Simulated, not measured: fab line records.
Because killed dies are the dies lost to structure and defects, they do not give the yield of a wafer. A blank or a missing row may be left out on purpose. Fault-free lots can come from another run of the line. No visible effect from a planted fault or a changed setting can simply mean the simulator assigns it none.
fab line records -- flow nand_harc
record lots=5, wafers=15, last_day=30
route steps=1302 shown A_DECK1_JOINT@535 A_ONON_D2@545 A_CHANNEL_HOLE_D2@570 END@1302
lots that met no fault: from a run of the same line without faults
start_h: start of the lot's first displayed wafer, in hours after the record's first day -- wait_h: hours from the lot's prior step to this one -- " the same as in the row above -- L1.1+2: a single row standing in for several wafers -- - value missing, or start not given -- * or withheld: withheld -- < > ~ a bound
route shown NAME@n: a module of which the file shows steps, and the number in the route of the first -- usual: mean and standard deviation over wafers with no fault -- same: alike in all rows -- chamber/n: place in a boat -- sites: each site's reading -- _std_site: their standard deviation -- _edge_site: the outer-site mean with the inner-site mean subtracted -- radius_mm: for every site, how far away it sits from the centre of the wafer -- mask NAME#n: copy n -- behind: tool/chamber where the wafer was last shaped -- hold: why the lot was held/for how many hours/how that ended -- device: whichever transistor did not switch (one of n, p or np) -- end of line: the tests these same wafers got at the end of their route -- where a step has no rows: the recipe by itself -- killed: count of dies lost to structure and defects at first sort (not the wafer's yield) -- map: shows each die of a wafer: x if killed, . if not, _ if none is there
set.NAME: the run value of the setting; set.NAME@STEP: its run value at that earlier step -- model.NAME: the simulator's own value behind a step, which no gauge read
lots at some steps of the route; a table a step, a row a wafer
services: when a tool's chamber went out of use (start_h, in hours from the record's first day, below 0 if earlier), for how many hours, and the reason
## steps
# step NHARC_A_DECK1_JOINT_CURE_26
# recipe temp_c=150, time_s=32, pressure_atm=0.395
# step NHARC_A_DECK1_JOINT_ANNEAL_27
# recipe temp_c=400, time_s=3600, idle_temp_c=300, ramp_up_c_per_min=10, densification_p_h2o_torr=640
# step NHARC_A_DECK1_JOINT_ANNEAL_28
# recipe temp_c=500, time_s=1800, idle_temp_c=400, ramp_up_c_per_min=10, densification_p_h2o_torr=640
# step NHARC_A_DECK1_JOINT_ANNEAL_29
# recipe temp_c=750, time_s=1800, idle_temp_c=500, ramp_up_c_per_min=10, ramp_down_c_per_min=3
# step NHARC_A_DECK1_JOINT_CMP_02
# recipe material=SiOx
# usual motor_current_A=12.1/1.4
lot.wafer,tool,chamber,start_h,wait_h,motor_current_A
L714.1,cmp-04,3,284.76,0.6,11.2
L714.4,cmp-04,0,284.76,0.6,10.8
L714.5,cmp-04,1,284.76,0.6,13.8
L718.3,cmp-03,0,320.65,0.4,14.3
L718.2,cmp-03,1,320.65,0.4,10.8
L718.4,cmp-03,3,320.65,0.4,12.2
L719.3,cmp-01,1,331.70,0.4,13.8
L719.4,cmp-01,2,331.70,0.4,10.6
L719.5,cmp-01,0,331.70,0.4,12.8
L720.4,cmp-04,3,348.74,0.4,11.6
L720.2,cmp-04,0,348.74,0.4,10.6
L720.5,cmp-04,1,348.74,0.4,14.4
L727.1,cmp-03,1,420.61,0.5,10.7
L727.2,cmp-03,2,420.61,0.5,12.4
L727.5,cmp-03,2,420.61,0.5,12.4
# step NHARC_A_DECK1_JOINT_SRD_15
# step NHARC_A_DECK1_JOINT_DEP_16
# recipe target_thk_a=450, temp_c=400, pressure_torr=6.5, rf_w=900, teos_flow_sccm=161.4, flow_sccm=2650, target_thk_nm=45, gas=O2, material=SiO2
# usual heater_power_w=575/88, throttle_valve_pct=16.3/0.43
lot.wafer,tool,chamber,start_h,wait_h,heater_power_w,throttle_valve_pct
L714.1,pecvd-03,2,285.10,0.1,419,16.0
L714.5,pecvd-03,0,285.10,0.1,580,16.4
L714.4,pecvd-03,1,285.10,0.1,487,16.3
L718.2,pecvd-03,0,321.06,0.1,593,16.5
L718.3,pecvd-03,1,321.06,0.1,533,16.4
L718.4,pecvd-03,2,321.06,0.1,452,16.0
L719.3,pecvd-03,1,332.09,0.1,501,16.2
L719.4,pecvd-03,0,332.09,0.1,542,16.5
L719.5,pecvd-03,1,332.09,0.1,506,16.2
L720.2,pecvd-04,0,349.11,0.1,440,16.3
L720.5,pecvd-04,2,349.11,0.1,692,16.6
L720.4,pecvd-04,1,349.11,0.1,540,16.1
L727.1,pecvd-03,2,421.03,0.1,471,15.5
L727.2,pecvd-03,0,421.03,0.1,636,16.7
L727.5,pecvd-03,2,421.03,0.1,466,15.4
# step NHARC_A_DECK1_JOINT_THK_MEAS_17
# recipe thk_meas_gauge=ellipsometry
# usual thk_nm=44.9/0.98
lot.wafer,tool,chamber,start_h,wait_h,thk_nm
L714.1,film_metro-01,-,285.38,0.3,44.9
L714.4,film_metro-01,-,285.38,0.3,44.0
L714.5,film_metro-01,-,285.38,0.3,44.7
L718.2,film_metro-02,-,321.31,0.2,44.7
L718.3,film_metro-02,-,321.31,0.2,43.9
L718.4,film_metro-02,-,321.31,0.2,43.9
L719.3,film_metro-01,-,332.31,0.2,45.5
L719.4,film_metro-01,-,332.31,0.2,46.4
L719.5,film_metro-01,-,332.31,0.2,43.5
L720.2,film_metro-02,-,349.36,0.2,44.1
L720.4,film_metro-02,-,349.36,0.2,45.0
L720.5,film_metro-02,-,349.36,0.2,45.5
L727.1,film_metro-02,-,421.28,0.2,47.8
L727.2,film_metro-02,-,421.28,0.2,43.4
L727.5,film_metro-02,-,421.28,0.2,44.8
# step NHARC_A_DECK1_JOINT_INSPECT_05
# usual raw_defect_count=333/130
lot.wafer,tool,chamber,start_h,wait_h,raw_defect_count
L714.1,defect_inspect-01,-,285.41,0.0,767
L714.4,defect_inspect-01,-,285.41,0.0,313
L714.5,defect_inspect-01,-,285.41,0.0,367
L718.2,defect_inspect-01,-,321.35,0.0,445
L718.3,defect_inspect-01,-,321.35,0.0,361
L718.4,defect_inspect-01,-,321.35,0.0,261
L719.3,defect_inspect-01,-,332.35,0.0,409
L719.4,defect_inspect-01,-,332.35,0.0,517
L719.5,defect_inspect-01,-,332.35,0.0,605
L720.2,defect_inspect-02,-,349.40,0.0,90
L720.4,defect_inspect-02,-,349.40,0.0,217
L720.5,defect_inspect-02,-,349.40,0.0,160
L727.1,defect_inspect-02,-,421.32,0.0,287
L727.2,defect_inspect-02,-,421.32,0.0,307
L727.5,defect_inspect-02,-,421.32,0.0,278
# step NHARC_A_ONON_D2_DEP_00
# recipe target_thk_a=10000, n2_flow_sccm=2750, n2o_flow_sccm=2000, nh3_flow_sccm=500, sih4_flow_sccm=210, temp_c=400
# step NHARC_A_ONON_D2_THK_MEAS_02
# recipe thk_meas_gauge=ellipsometry
# usual thk_nm=999/10
lot.wafer,tool,chamber,start_h,wait_h,thk_nm
L714.1,film_metro-02,-,285.99,-,1013
L714.4,film_metro-02,-,285.99,-,1011
L714.5,film_metro-02,-,285.99,-,1012
L718.2,film_metro-01,-,321.93,-,993
L718.3,film_metro-01,-,321.93,-,993
L718.4,film_metro-01,-,321.93,-,993
L719.3,film_metro-01,-,332.92,-,994
L719.4,film_metro-01,-,332.92,-,993
L719.5,film_metro-01,-,332.92,-,993
L720.2,film_metro-02,-,349.97,-,993
L720.4,film_metro-02,-,349.97,-,994
L720.5,film_metro-02,-,349.97,-,993
L727.1,film_metro-01,-,421.90,-,992
L727.2,film_metro-01,-,421.90,-,991
L727.5,film_metro-01,-,421.90,-,989
# step NHARC_A_ONON_D2_DEP_03
# recipe target_thk_a=10000, n2_flow_sccm=2750, n2o_flow_sccm=2000, nh3_flow_sccm=500, sih4_flow_sccm=210, temp_c=400
lot.wafer,tool,chamber,start_h,wait_h
L714.1+4+5,pecvd_onon-01,0,286.05,0.1
L718.2+3+4,pecvd_onon-02,0,322.04,0.1
L719.3+4+5,pecvd_onon-01,0,333.09,0.2
L720.2+4+5,pecvd_onon-03,0,350.09,0.1
L727.1+2+5,pecvd_onon-02,0,421.95,0.1
# step NHARC_A_ONON_D2_THK_MEAS_05
# recipe thk_meas_gauge=ellipsometry
# usual thk_nm=999/10
lot.wafer,tool,chamber,start_h,wait_h,thk_nm
L714.1,film_metro-01,-,286.56,-,987
L714.4,film_metro-01,-,286.56,-,986
L714.5,film_metro-01,-,286.56,-,986
L718.2,film_metro-02,-,322.49,-,1007
L718.3,film_metro-02,-,322.49,-,1008
L718.4,film_metro-02,-,322.49,-,1010
L719.3,film_metro-02,-,333.48,-,1007
L719.4,film_metro-02,-,333.48,-,1007
L719.5,film_metro-02,-,333.48,-,1007
L720.2,film_metro-02,-,350.54,-,1012
L720.4,film_metro-02,-,350.54,-,1013
L720.5,film_metro-02,-,350.54,-,1012
L727.1,film_metro-01,-,422.47,-,990
L727.2,film_metro-01,-,422.47,-,989
L727.5,film_metro-01,-,422.47,-,989
# step NHARC_A_ONON_D2_DEP_06
# recipe target_thk_a=10000, n2_flow_sccm=2750, n2o_flow_sccm=2000, nh3_flow_sccm=500, sih4_flow_sccm=210, temp_c=400
# step NHARC_A_ONON_D2_THK_MEAS_08
# recipe thk_meas_gauge=ellipsometry
# usual thk_nm=1000/8.5
lot.wafer,tool,chamber,start_h,wait_h,thk_nm
L714.1,film_metro-01,-,287.12,-,1012
L714.4,film_metro-01,-,287.12,-,1010
L714.5,film_metro-01,-,287.12,-,1012
L718.2,film_metro-01,-,323.06,-,1017
L718.3,film_metro-01,-,323.06,-,1015
L718.4,film_metro-01,-,323.06,-,1016
L719.3,film_metro-01,-,334.05,-,1004
L719.4,film_metro-01,-,334.05,-,1002
L719.5,film_metro-01,-,334.05,-,1003
L720.2,film_metro-02,-,351.11,-,990
L720.4,film_metro-02,-,351.11,-,989
L720.5,film_metro-02,-,351.11,-,991
L727.1,film_metro-01,-,423.04,-,1013
L727.2,film_metro-01,-,423.04,-,1014
L727.5,film_metro-01,-,423.04,-,1014
# step NHARC_A_ONON_D2_DEP_09
# recipe target_thk_a=10000, n2_flow_sccm=2750, n2o_flow_sccm=2000, nh3_flow_sccm=500, sih4_flow_sccm=210, temp_c=400
# step NHARC_A_ONON_D2_THK_MEAS_11
# recipe thk_meas_gauge=ellipsometry
# usual thk_nm=1004/11
lot.wafer,tool,chamber,start_h,wait_h,thk_nm
L714.1,film_metro-02,-,287.68,-,1003
L714.4,film_metro-02,-,287.68,-,1004
L714.5,film_metro-02,-,287.68,-,1001
L718.2,film_metro-01,-,323.63,-,996
L718.3,film_metro-01,-,323.63,-,997
L718.4,film_metro-01,-,323.63,-,998
L719.3,film_metro-01,-,334.62,-,991
L719.4,film_metro-01,-,334.62,-,991
L719.5,film_metro-01,-,334.62,-,992
L720.2,film_metro-01,-,351.68,-,1011
L720.4,film_metro-01,-,351.68,-,1010
L720.5,film_metro-01,-,351.68,-,1010
L727.1,film_metro-01,-,423.60,-,1003
L727.2,film_metro-01,-,423.60,-,1003
L727.5,film_metro-01,-,423.60,-,1005
# step NHARC_A_ONON_D2_DEP_12
# recipe target_thk_a=10000, n2_flow_sccm=2750, n2o_flow_sccm=2000, nh3_flow_sccm=500, sih4_flow_sccm=210, temp_c=400
# step NHARC_A_ONON_D2_THK_MEAS_14
# recipe thk_meas_gauge=ellipsometry
# usual thk_nm=998/6.7
lot.wafer,tool,chamber,start_h,wait_h,thk_nm
L714.1,film_metro-01,-,288.76,-,1002
L714.4,film_metro-01,-,288.76,-,1003
L714.5,film_metro-01,-,288.76,-,1005
L718.2,film_metro-02,-,324.19,-,997
L718.3,film_metro-02,-,324.19,-,994
L718.4,film_metro-02,-,324.19,-,996
L719.3,film_metro-02,-,335.18,-,1004
L719.4,film_metro-02,-,335.18,-,1003
L719.5,film_metro-02,-,335.18,-,1001
L720.2,film_metro-01,-,352.25,-,1009
L720.4,film_metro-01,-,352.25,-,1010
L720.5,film_metro-01,-,352.25,-,1010
L727.1,film_metro-02,-,424.17,-,997
L727.2,film_metro-02,-,424.17,-,996
L727.5,film_metro-02,-,424.17,-,996
# step NHARC_A_ONON_D2_ANNEAL_15
# recipe temp_c=750, time_s=3600
# step NHARC_A_ONON_D2_DEP_16
# recipe target_thk_a=10000, n2_flow_sccm=2750, n2o_flow_sccm=2000, nh3_flow_sccm=500, sih4_flow_sccm=210, temp_c=400
# step NHARC_A_ONON_D2_THK_MEAS_18
# recipe thk_meas_gauge=ellipsometry
# usual thk_nm=1000/8.1
lot.wafer,tool,chamber,start_h,wait_h,thk_nm
L714.1,film_metro-02,-,295.98,-,1017
L714.4,film_metro-02,-,295.98,-,1018
L714.5,film_metro-02,-,295.98,-,1016
L718.2,film_metro-02,-,331.58,-,1005
L718.3,film_metro-02,-,331.58,-,1003
L718.4,film_metro-02,-,331.58,-,1005
L719.3,film_metro-02,-,342.89,-,1011
L719.4,film_metro-02,-,342.89,-,1009
L719.5,film_metro-02,-,342.89,-,1009
L720.2,film_metro-02,-,362.71,-,1001
L720.4,film_metro-02,-,362.71,-,1001
L720.5,film_metro-02,-,362.71,-,1001
L727.1,film_metro-02,-,431.82,-,994
L727.2,film_metro-02,-,431.82,-,993
L727.5,film_metro-02,-,431.82,-,991
# step NHARC_A_ONON_D2_DEP_19
# recipe target_thk_a=10000, n2_flow_sccm=2750, n2o_flow_sccm=2000, nh3_flow_sccm=500, sih4_flow_sccm=210, temp_c=400
# step NHARC_A_ONON_D2_THK_MEAS_21
# recipe thk_meas_gauge=ellipsometry
# usual thk_nm=998/9.3
lot.wafer,tool,chamber,start_h,wait_h,thk_nm
L714.1,film_metro-02,-,296.55,-,979
L714.4,film_metro-02,-,296.55,-,979
L714.5,film_metro-02,-,296.55,-,978
L718.2,film_metro-01,-,332.16,-,1005
L718.3,film_metro-01,-,332.16,-,1003
L718.4,film_metro-01,-,332.16,-,1005
L719.3,film_metro-02,-,343.46,-,1013
L719.4,film_metro-02,-,343.46,-,1014
L719.5,film_metro-02,-,343.46,-,1013
L720.2,film_metro-02,-,363.28,-,996
L720.4,film_metro-02,-,363.28,-,996
L720.5,film_metro-02,-,363.28,-,997
L727.1,film_metro-01,-,432.39,-,1001
L727.2,film_metro-01,-,432.39,-,1001
L727.5,film_metro-01,-,432.39,-,1001
# step NHARC_A_ONON_D2_DEP_22
# recipe target_thk_a=10000, n2_flow_sccm=2750, n2o_flow_sccm=2000, nh3_flow_sccm=500, sih4_flow_sccm=210, temp_c=400
# step NHARC_A_ONON_D2_THK_MEAS_24
# recipe thk_meas_gauge=ellipsometry
# usual thk_nm=998/11
lot.wafer,tool,chamber,start_h,wait_h,thk_nm
L714.1,film_metro-02,-,297.11,-,989
L714.4,film_metro-02,-,297.11,-,990
L714.5,film_metro-02,-,297.11,-,988
L718.2,film_metro-01,-,332.73,-,995
L718.3,film_metro-01,-,332.73,-,995
L718.4,film_metro-01,-,332.73,-,995
L719.3,film_metro-01,-,344.02,-,979
L719.4,film_metro-01,-,344.02,-,979
L719.5,film_metro-01,-,344.02,-,979
L720.2,film_metro-02,-,363.84,-,989
L720.4,film_metro-02,-,363.84,-,989
L720.5,film_metro-02,-,363.84,-,987
L727.1,film_metro-01,-,432.98,-,1000
L727.2,film_metro-01,-,432.98,-,997
L727.5,film_metro-01,-,432.98,-,998
# step NHARC_A_ONON_D2_DEP_25
# recipe target_thk_a=10000, n2_flow_sccm=2750, n2o_flow_sccm=2000, nh3_flow_sccm=500, sih4_flow_sccm=210, temp_c=400
# step NHARC_A_ONON_D2_THK_MEAS_27
# recipe thk_meas_gauge=ellipsometry
# usual thk_nm=998/8.2
lot.wafer,tool,chamber,start_h,wait_h,thk_nm
L714.1,film_metro-01,-,297.67,-,1005
L714.4,film_metro-01,-,297.67,-,1006
L714.5,film_metro-01,-,297.67,-,1005
L718.2,film_metro-02,-,333.29,-,978
L718.3,film_metro-02,-,333.29,-,978
L718.4,film_metro-02,-,333.29,-,978
L719.3,film_metro-01,-,344.58,-,987
L719.4,film_metro-01,-,344.58,-,985
L719.5,film_metro-01,-,344.58,-,989
L720.2,film_metro-02,-,364.40,-,1011
L720.4,film_metro-02,-,364.40,-,1010
L720.5,film_metro-02,-,364.40,-,1013
L727.1,film_metro-01,-,433.55,-,987
L727.2,film_metro-01,-,433.55,-,986
L727.5,film_metro-01,-,433.55,-,987
# step NHARC_A_ONON_D2_DEP_28
# recipe target_thk_a=10000, n2_flow_sccm=2750, n2o_flow_sccm=2000, nh3_flow_sccm=500, sih4_flow_sccm=210, temp_c=400
# step NHARC_A_ONON_D2_THK_MEAS_30
# recipe thk_meas_gauge=ellipsometry
# usual thk_nm=1003/12
lot.wafer,tool,chamber,start_h,wait_h,thk_nm
L714.1,film_metro-02,-,298.24,-,991
L714.4,film_metro-02,-,298.24,-,995
L714.5,film_metro-02,-,298.24,-,991
L718.2,film_metro-02,-,333.86,-,1017
L718.3,film_metro-02,-,333.86,-,1017
L718.4,film_metro-02,-,333.86,-,1016
L719.3,film_metro-01,-,345.15,-,1007
L719.4,film_metro-01,-,345.15,-,1011
L719.5,film_metro-01,-,345.15,-,1012
L720.2,film_metro-01,-,364.97,-,1003
L720.4,film_metro-01,-,364.97,-,1002
L720.5,film_metro-01,-,364.97,-,1002
L727.1,film_metro-02,-,434.12,-,1009
L727.2,film_metro-02,-,434.12,-,1010
L727.5,film_metro-02,-,434.12,-,1009
# step NHARC_A_ONON_D2_DEP_33
# recipe target_thk_a=2000, temp_c=400, pressure_torr=6.5, rf_w=900, teos_flow_sccm=161.4, flow_sccm=2650, target_thk_nm=200, gas=O2, material=SiO2
# usual heater_power_w=548/84, throttle_valve_pct=16.3/0.4
lot.wafer,tool,chamber,start_h,wait_h,heater_power_w,throttle_valve_pct
L714.1,pecvd-02,1,298.34,0.1,474,16.2
L714.4,pecvd-02,0,298.34,0.1,498,16.0
L714.5,pecvd-02,1,298.34,0.1,481,15.9
L718.2,pecvd-02,0,333.91,0.1,565,16.1
L718.3,pecvd-02,2,333.91,0.1,497,16.0
L718.4,pecvd-02,1,333.91,0.1,428,15.8
L719.3,pecvd-01,2,345.25,0.1,409,16.1
L719.5,pecvd-01,1,345.25,0.1,682,16.6
L719.4,pecvd-01,0,345.25,0.1,548,15.7
L720.2,pecvd-04,2,365.03,0.1,684,16.7
L720.5,pecvd-04,0,365.03,0.1,568,16.8
L720.4,pecvd-04,1,365.03,0.1,455,16.1
L727.2,pecvd-04,0,434.27,0.1,449,16.8
L727.1,pecvd-04,1,434.27,0.1,507,16.4
L727.5,pecvd-04,0,434.27,0.1,463,16.5
# step NHARC_A_ONON_D2_THK_MEAS_34
# recipe thk_meas_gauge=ellipsometry
# usual thk_nm=199.5/2.4
lot.wafer,tool,chamber,start_h,wait_h,thk_nm
L714.1,film_metro-02,-,298.71,-,201.1
L714.4,film_metro-02,-,298.71,-,203.2
L714.5,film_metro-02,-,298.71,-,206.4
L718.2,film_metro-01,-,334.33,-,199.0
L718.3,film_metro-01,-,334.33,-,199.9
L718.4,film_metro-01,-,334.33,-,199.8
L719.3,film_metro-02,-,345.62,-,197.8
L719.4,film_metro-02,-,345.62,-,198.6
L719.5,film_metro-02,-,345.62,-,202.5
L720.2,film_metro-02,-,365.44,-,195.8
L720.4,film_metro-02,-,365.44,-,200.0
L720.5,film_metro-02,-,365.44,-,199.8
L727.1,film_metro-01,-,434.68,-,198.6
L727.2,film_metro-01,-,434.68,-,197.0
L727.5,film_metro-01,-,434.68,-,199.8
# step NHARC_A_CHANNEL_HOLE_D2_DEP_00
# recipe target_thk_a=31000, temp_c=400, material=aC
# usual throttle_valve_pct=35.000/0.0089
lot.wafer,tool,chamber,start_h,wait_h,throttle_valve_pct
L714.1,acl_dep-02,0,308.74,10.0,34.987
L714.4,acl_dep-02,0,308.74,10.0,34.986
L714.5,acl_dep-02,0,308.74,10.0,34.998
L718.2,acl_dep-02,0,335.38,1.0,34.994
L718.3,acl_dep-02,0,335.38,1.0,35.007
L718.4,acl_dep-02,0,335.38,1.0,35.010
L719.3,acl_dep-01,0,352.71,7.0,34.984
L719.4,acl_dep-01,0,352.71,7.0,35.002
L719.5,acl_dep-01,0,352.71,7.0,34.995
L720.2,acl_dep-02,0,366.99,1.5,35.002
L720.4,acl_dep-02,0,366.99,1.5,34.990
L720.5,acl_dep-02,0,366.99,1.5,34.991
L727.1,acl_dep-01,0,434.81,0.1,35.007
L727.2,acl_dep-01,0,434.81,0.1,35.018
L727.5,acl_dep-01,0,434.81,0.1,35.004
# step NHARC_A_CHANNEL_HOLE_D2_DEP_01
# recipe target_thk_a=1400, target_thk_nm=140, temp_c=400, pressure_torr=3.5, flow_sccm=200, rf_w=350, material=SiON
# usual heater_power_w=733/81
lot.wafer,tool,chamber,start_h,wait_h,heater_power_w
L714.1,pecvd-01,0,310.67,1.6,828
L714.5,pecvd-01,0,310.67,1.6,825
L714.4,pecvd-01,2,310.67,1.6,708
L718.2,pecvd-03,2,337.00,1.3,647
L718.3,pecvd-03,0,337.00,1.3,807
L718.4,pecvd-03,1,337.00,1.3,768
L719.3,pecvd-03,0,354.03,1.0,796
L719.5,pecvd-03,0,354.03,1.0,775
L719.4,pecvd-03,1,354.03,1.0,651
L720.2,pecvd-02,0,368.64,1.3,623
L720.4,pecvd-02,2,368.64,1.3,770
L720.5,pecvd-02,1,368.64,1.3,667
L727.2,pecvd-03,2,436.71,1.3,629
L727.1,pecvd-03,0,436.71,1.3,802
L727.5,pecvd-03,0,436.71,1.3,796
# step NHARC_A_CHANNEL_HOLE_D2_DEHYDRATE_02
# recipe temp_c=150, time_s=120
# step NHARC_A_CHANNEL_HOLE_D2_HMDS_03
# recipe time_s=30
# step NHARC_A_CHANNEL_HOLE_D2_COAT_36
# recipe temp_c=260, time_s=75
# step NHARC_A_CHANNEL_HOLE_D2_COAT_37
# recipe temp_c=225, time_s=65
# step NHARC_A_CHANNEL_HOLE_D2_COAT_04
# recipe spin_rpm=1500, resist_thk_nm=90
# step NHARC_END_SORT_01
# recipe temp_c=25
# usual killed_at_array=49/18, killed_at_other=0.8/1, killed_at_periphery=4.2/2.8, killed_dies=54/18, killed_open=3.0/1.7, killed_short=2.5/1.6
# same gross_dies=677
lot.wafer,tool,chamber,start_h,wait_h,killed_at_array,killed_at_other,killed_at_periphery,killed_dies,killed_open,killed_short
L718.2,prober-02,0,622.03,2.8,53,1,2,56,2,0
L718.3,prober-02,0,622.84,3.1,68,2,4,74,2,4
L718.4,prober-02,0,623.64,3.4,65,0,1,66,4,0
L727.1,prober-01,0,711.63,2.5,143,0,5,148,2,2
L727.2,prober-01,0,712.43,2.8,104,0,4,108,1,1
L727.5,prober-01,0,714.84,3.7,123,1,3,127,3,1
# killed by level:class
L718.2 A_SLIT:chamber_film_flake=21 A_CHANNEL_HOLE_D1:chamber_film_flake=20 A_CHANNEL_HOLE_D2:chamber_film_flake=5 A_CONTACT:chamber_film_flake=3 A_SGD_CUT:chamber_film_flake=2 A_CONTACT:geometric_particle:open=1 A_M0:geometric_particle:open=1 P_CONTACT:chamber_film_flake=1
L718.3 A_SLIT:chamber_film_flake=29 A_CHANNEL_HOLE_D1:chamber_film_flake=19 A_CHANNEL_HOLE_D2:chamber_film_flake=8 A_CONTACT:chamber_film_flake=3 A_WL_FILL:geometric_particle:short=2 A_SGD_CUT:chamber_film_flake=2 P_CONTACT:geometric_particle:open=1 A_ONON_D1:geometric_particle:short=1
L718.4 A_CHANNEL_HOLE_D1:chamber_film_flake=32 A_SLIT:chamber_film_flake=18 A_CONTACT:chamber_film_flake=6 A_ZERO_WELL:chamber_film_flake=2 A_CHANNEL_FILL_D1:chamber_film_flake=2 A_ONON_D1:geometric_particle:open=1 A_ONON_D2:geometric_particle:open=1 A_BLC:geometric_particle:open=1
L727.1 A_ONON_D2:unspecified=46 A_CHANNEL_HOLE_D1:chamber_film_flake=36 A_SLIT:chamber_film_flake=30 A_CHANNEL_HOLE_D2:chamber_film_flake=18 A_STAIRCASE:chamber_film_flake=4 A_DECK1_JOINT:chamber_film_flake=3 A_M1:chamber_film_flake=2 P_CONTACT:geometric_particle:open=1
L727.2 A_ONON_D2:unspecified=53 A_CHANNEL_HOLE_D1:chamber_film_flake=18 A_SLIT:chamber_film_flake=13 A_CHANNEL_HOLE_D2:chamber_film_flake=12 A_STAIRCASE:chamber_film_flake=4 P_BONDPAD:chamber_film_flake=2 A_CONTACT:chamber_film_flake=2 A_CHANNEL_FILL_D1:geometric_particle:short=1
L727.5 A_ONON_D2:unspecified=51 A_CHANNEL_HOLE_D1:chamber_film_flake=28 A_SLIT:chamber_film_flake=17 A_CHANNEL_HOLE_D2:chamber_film_flake=16 A_STAIRCASE:chamber_film_flake=5 A_CONTACT:chamber_film_flake=3 P_GATE:geometric_particle:short=1 P_M0:geometric_particle:open=1
# map L727.1 (x killed, . not)
____________.____________
_________......._________
_______..........._______
______............x______
_____..............._____
____xx.x.............____
____...x.x........x..____
___...xxxx.........x..___
___.x.xxxx.x..........___
__...xx.xxx............__
__x...xxxx.............__
_xx.x.xxxxxxx..........._
_xxx....xxx...x.x......._
_xxxx...x........x......_
_xxxxx.x..x....x........_
_xxxx..x.x....xxxx.x...._
xxxxx...x...x.xxxx.x.....
xxxxx.........xxxxxxx....
xxxxx.x.......xxxxx..x...
xxxx.........xxxxxx......
xxxx..........xxxxx..x...
_xx........x.x..xxxx...._
_.x.....x.....x.xx......_
_................xx.x..._
_......................._
_.................x.x..._
__...................x.__
__.................x...__
___...................___
___..x................___
____.................____
____.................____
_____..............._____
______.............______
_______..........._______
_________......._________
____________.____________
# map L718.3 (x killed, . not)
____________.____________
_________....x.._________
_______...x......._______
______.x...........______
_____..............._____
____.............x...____
____.................____
___......x......xx....___
___.x.................___
__.....................__
__.....................__
_.x....................._
_..x...................._
_......................._
_..............x........_
_.............x...x....._
.............xxxxx.......
.............xxxx.x..x...
.............xxxxxx...x..
............x..x.x.xx....
............x.x.xxx......
_........x.x.x.xxx....x._
_x..x............xx....._
_............x.x..x....._
_......................._
_......................._
__.....................__
__.....................__
___...................___
___...................___
____.................____
____...........x.....____
_____..........xx..._____
______.....xx..x.x.______
_______....xxxxxx._______
_________..xxxxx_________
____________x____________
## services
tool,chamber,start_h,hours,kind
pecvd-02,-,264.57,0.8,repair
pecvd-01,-,264.74,2.4,repair
pecvd_onon-01,-,273.04,13.0,pm
pecvd_onon-02,-,276.34,5.0,repair
cmp-03,-,282.06,4.3,repair
cmp-01,-,283.01,0.8,repair
pecvd-04,-,284.95,13.0,pm
cmp-04,-,296.77,0.6,repair
pecvd-03,-,297.08,0.4,repair
acl_dep-01,-,302.08,41.7,repair
cmp-04,-,307.05,4.0,pm
pecvd-03,0,317.86,3.1,repair
pecvd-01,-,323.07,13.0,pm
cmp-01,-,324.80,0.8,repair
cmp-03,-,358.26,4.0,pm
pecvd-03,-,366.00,13.0,pm
pecvd_onon-02,-,366.34,13.0,pm
acl_dep-01,-,368.97,13.0,pm
cmp-04,-,405.05,4.0,pm
pecvd-02,-,408.19,13.0,pm
pecvd-03,2,408.63,6.7,repair
acl_dep-02,-,427.47,13.0,pm
pecvd-01,-,430.20,1.5,repair
cmp-04,-,430.81,1.0,repair
## key
first_sign step=NHARC_END_SORT_01, reading=killed_dies, direction=up, sigmas=4.1, usual=54, struck=128
effect step=NHARC_END_SORT_01, reading=killed_at_array, direction=up, sigmas=4.1, usual=49, struck=123
more_kills_born_at NHARC_A_ONON_D2_DEP_03@pecvd_onon-02=150
met_at NHARC_A_ONON_D2_DEP_03
struck_wafers L727.1,L727.2,L727.5
tester_left_out L727
onset_between 322.04 421.95
also_fits time
fault kind=chamber_particle_source, tool=pecvd_onon-02, chamber=-, onset_h=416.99, steps=NHARC_A_ONON_D2_DEP_03, rate_per_visit_cm2=1.1442, end_h=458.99
# tester_left_out: of these lots the tester's yield and bins aren't shown, on N5 and GAA mostly nor the transistor test; their killed dies are dies lost to structure and defects alone, not to doping, threshold or leakage, so they don't give the yield
